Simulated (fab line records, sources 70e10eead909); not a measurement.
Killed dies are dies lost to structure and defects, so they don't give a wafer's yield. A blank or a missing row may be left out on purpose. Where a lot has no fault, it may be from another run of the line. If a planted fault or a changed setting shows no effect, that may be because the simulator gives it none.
Matching of chambers :: flow nandHarc :: pecvd-02 running NHARC_A_STAIRCASE_DEP_151: 3 sister chambers
The step deposits SiO2, target thk 3800 nm. 6 wafers are shown with their chamber, then 10 later ones without.

== WAFERS PAIRED WITH THEIR CHAMBERS ==
wafer: L086.6
chamber: 1
heaterPowerW (W): 571
heaterPowerOuterW (W): 352

wafer: L090.1
chamber: 2
heaterPowerW (W): 823
heaterPowerOuterW (W): 451

wafer: L090.3
chamber: 1
heaterPowerW (W): 642
heaterPowerOuterW (W): 400

wafer: L090.6
chamber: 0
heaterPowerW (W): 678
heaterPowerOuterW (W): 348

wafer: L089.1
chamber: 2
heaterPowerW (W): 817
heaterPowerOuterW (W): 473

wafer: L089.2
chamber: 0
heaterPowerW (W): 806
heaterPowerOuterW (W): 452

== WAFERS MISSING THEIR CHAMBER ==
wafer: L089.5
heaterPowerW (W): 745
heaterPowerOuterW (W): 412

wafer: L093.1
heaterPowerW (W): 847
heaterPowerOuterW (W): 497

wafer: L093.2
heaterPowerW (W): 726
heaterPowerOuterW (W): 381

wafer: L093.6
heaterPowerW (W): 597
heaterPowerOuterW (W): 365

wafer: L092.1
heaterPowerW (W): 838
heaterPowerOuterW (W): 482

wafer: L092.3
heaterPowerW (W): 768
heaterPowerOuterW (W): 433

wafer: L092.4
heaterPowerW (W): 731
heaterPowerOuterW (W): 401

wafer: L094.1
heaterPowerW (W): 731
heaterPowerOuterW (W): 452

wafer: L094.4
heaterPowerW (W): 677
heaterPowerOuterW (W): 346

wafer: L094.6
heaterPowerW (W): 601
heaterPowerOuterW (W): 355

== WHICH CHAMBER EACH WENT THROUGH ==
wafer: L089.5
from the rows above: can't be placed: 0 or 2
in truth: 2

wafer: L093.1
from the rows above: can't be placed: 2 or 0
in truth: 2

wafer: L093.2
from the rows above: can't be placed: 0 or 1 or 2
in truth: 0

wafer: L093.6
from the rows above: 1
in truth: 1

wafer: L092.1
from the rows above: can't be placed: 2 or 0
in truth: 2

wafer: L092.3
from the rows above: can't be placed: 0 or 2
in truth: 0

wafer: L092.4
from the rows above: can't be placed: 0 or 2 or 1
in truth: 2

wafer: L094.1
from the rows above: can't be placed: 0 or 2 or 1
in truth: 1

wafer: L094.4
from the rows above: can't be placed: 1 or 0
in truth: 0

wafer: L094.6
from the rows above: 1
in truth: 1
Correctly placed: 2 of 10. Can't be placed from these rows: 8 (the true chamber is among the candidates in 8). 0 placed wrongly.
How it was worked out, from the rows above alone: a wafer's distance from a chamber is the root of the sum, over the readings, of the square of ((its reading less the chamber's mean) divided by the reading's scatter). The wafer belongs to the nearest chamber; if the next one is less than 2 further off, it can't be placed. A chamber's mean is the mean of its shown wafers. The scatter is the square root of a quotient: the sum, over the shown wafers, of each reading's squared deviation from its chamber's mean, divided by wafers minus chambers.
